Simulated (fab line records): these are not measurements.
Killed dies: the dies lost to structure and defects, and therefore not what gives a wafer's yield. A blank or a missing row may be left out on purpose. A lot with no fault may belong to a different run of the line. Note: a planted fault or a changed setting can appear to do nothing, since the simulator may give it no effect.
Split-lot study | flow n5_finfet | 21 wafers read from 7 lots, route of 1938 steps

THE SPLIT ITSELF
At N5_MOL_CONTACT_COAG_COAT_75 (time 60 s, resist thk 60 nm), the setting spin_rpm was moved away from the recipe's 1500 rpm on 10 of the 21 wafers read, by -9.6% to -4.7%. All remaining wafers had this setting at the recipe value.

FROM THE SPLIT TO THE READING: what the file shows between them, 7 steps
- N5_MOL_CONTACT_COAG_COAT_76: time 60 s, resist thk 10 nm
- N5_MOL_CONTACT_COAG_COAT_77: time 60 s, resist thk 10 nm
- N5_MOL_CONTACT_COAG_ALD_131: deposits SiO2, target thk 5 nm, pulse time 1 s, co reactant pulse time 1 s
- N5_MOL_CONTACT_COAG_ETCHBACK_132: etches SiO2 in CHF3, target depth 10 nm, time 6.7 s
- N5_MOL_CONTACT_COAG_ETCH_91: etches SOC in N2/H2, target depth 60 nm, overetch 21 nm, time 101.2 s
- N5_MOL_CONTACT_COAG_STRIP_92: strips in N2/H2
- N5_MOL_CONTACT_COAG_STRIP_93: strips in N2/H2

THE READING
SOC_of_MOL_CONTACT_COAG_COAT_75.thk_nm (the simulator's own value, which no gauge read), in nm, at N5_MOL_CONTACT_COAG_ETCHBACK_135 (etches SiO2 in CHF3, target depth 25 nm, time 16.7 s). The file gives no usual value for it. Here, 11 wafers ran the recipe; their average is 57.4 nm with a standard deviation of 0.11 nm.

wafer  | tool, chamber at the split | spin_rpm as run, rpm | against the recipe | SOC_of_MOL_CONTACT_COAG_COAT_75.thk_nm, nm | against lot-mates on the recipe
L077.1 | litho_track-02, 0          | 1356                 | -9.6%              | 60.6                                       | +3.2
L077.5 | litho_track-02, 0          | 1356                 | -9.6%              | 60.4                                       | +3.0
L077.6 | litho_track-02, 0          | 1500                 | recipe             | 57.4                                       | -
L079.1 | litho_track-05, 0          | 1500                 | recipe             | 57.4                                       | -
L079.3 | litho_track-05, 0          | 1500                 | recipe             | 57.4                                       | -
L079.4 | litho_track-05, 0          | 1500                 | recipe             | 57.6                                       | -
L082.1 | litho_track-01, 0          | 1395                 | -7.0%              | 60                                         | +2.6
L082.3 | litho_track-01, 0          | 1395                 | -7.0%              | 59.6                                       | +2.2
L082.6 | litho_track-01, 0          | 1500                 | recipe             | 57.4                                       | -
L083.1 | litho_track-05, 0          | 1500                 | recipe             | 57.6                                       | -
L083.4 | litho_track-05, 0          | 1390                 | -7.3%              | 60                                         | +2.4
L083.5 | litho_track-05, 0          | 1390                 | -7.3%              | 59.8                                       | +2.2
L086.1 | litho_track-01, 0          | 1500                 | recipe             | 57.6                                       | -
L086.2 | litho_track-01, 0          | 1396                 | -6.9%              | 59.8                                       | +2.2
L086.3 | litho_track-01, 0          | 1396                 | -6.9%              | 59.8                                       | +2.2
L091.1 | litho_track-05, 0          | 1500                 | recipe             | 57.2                                       | -
L091.2 | litho_track-05, 0          | 1500                 | recipe             | 57.4                                       | -
L091.5 | litho_track-05, 0          | 1500                 | recipe             | 57.4                                       | -
L095.3 | litho_track-05, 0          | 1500                 | recipe             | 57.4                                       | -
L095.4 | litho_track-05, 0          | 1429                 | -4.7%              | 59                                         | +1.6
L095.5 | litho_track-05, 0          | 1429                 | -4.7%              | 58.8                                       | +1.4

FIT RESULTS
A straight line over all 21 wafers: SOC_of_MOL_CONTACT_COAG_COAT_75.thk_nm changes by -0.329 nm for each +1% of spin_rpm; r = -0.99; the points scatter about the line by 0.14 nm.
The same after taking each lot's own level away (the mean of its wafers on the recipe; 21 wafers): -0.323 nm for each +1%; r = -1.00; scatter 0.11 nm.
Per that fit: largest spin_rpm move, reading shift of 3.1 nm.
Across the lots, their own levels run from 57.33 to 57.60 nm, a range of 2.3 times the standard deviation given above.
So the lot-to-lot level changes the slope little: the two slopes agree.
Check: for one of the wafers moved furthest among these (-9.6%), held out of the fit, the line's prediction against its lot-mates is +3.08 nm. It came out at +3.2 nm against them.

THE OTHER SPLITS THESE WAFERS WENT THROUGH
Other splits were also applied to these wafers ahead of the reading. Each is held against what the fit with the lots' levels taken away leaves over:
other split on the same wafers        | wafers away from the commonest value | r with SOC_of_MOL_CONTACT_COAG_COAT_75.thk_nm (lot level and that fit taken away)
N5_MOL_CONTACT_COAG_ETCH_105 bias_w   | 4                                    | -0.39
N5_MOL_CONTACT_COAG_ALD_27 ald_cycles | 7                                    | +0.46

THE WHOLE CHAIN: every reading that the file lists as answering this split, in the file's order
step                             | what it does                                                          | reading                                                                                 | change (the file's fit)               | r (the file's)
N5_MOL_CONTACT_COAG_COAT_75      | time 60 s, resist thk 60 nm                                           | SOC_of_MOL_CONTACT_COAG_COAT_75.thk_nm (the simulator's own value, which no gauge read) | -0.328 nm for each +1% of the setting | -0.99
N5_MOL_CONTACT_COAG_ETCH_91      | etches SOC in N2/H2, target depth 60 nm, overetch 21 nm, time 101.2 s | etch.depth_nm (the simulator's own value, which no gauge read)                          | -0.321 nm for each +1% of the setting | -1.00
N5_MOL_CONTACT_COAG_ETCHBACK_135 | etches SiO2 in CHF3, target depth 25 nm, time 16.7 s                  | SOC_of_MOL_CONTACT_COAG_COAT_75.thk_nm (the simulator's own value, which no gauge read) | -0.323 nm for each +1% of the setting | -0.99

FILE'S OWN FIT
SOC_of_MOL_CONTACT_COAG_COAT_75.thk_nm changes by -0.323 nm for each +1% of spin_rpm, r = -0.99.
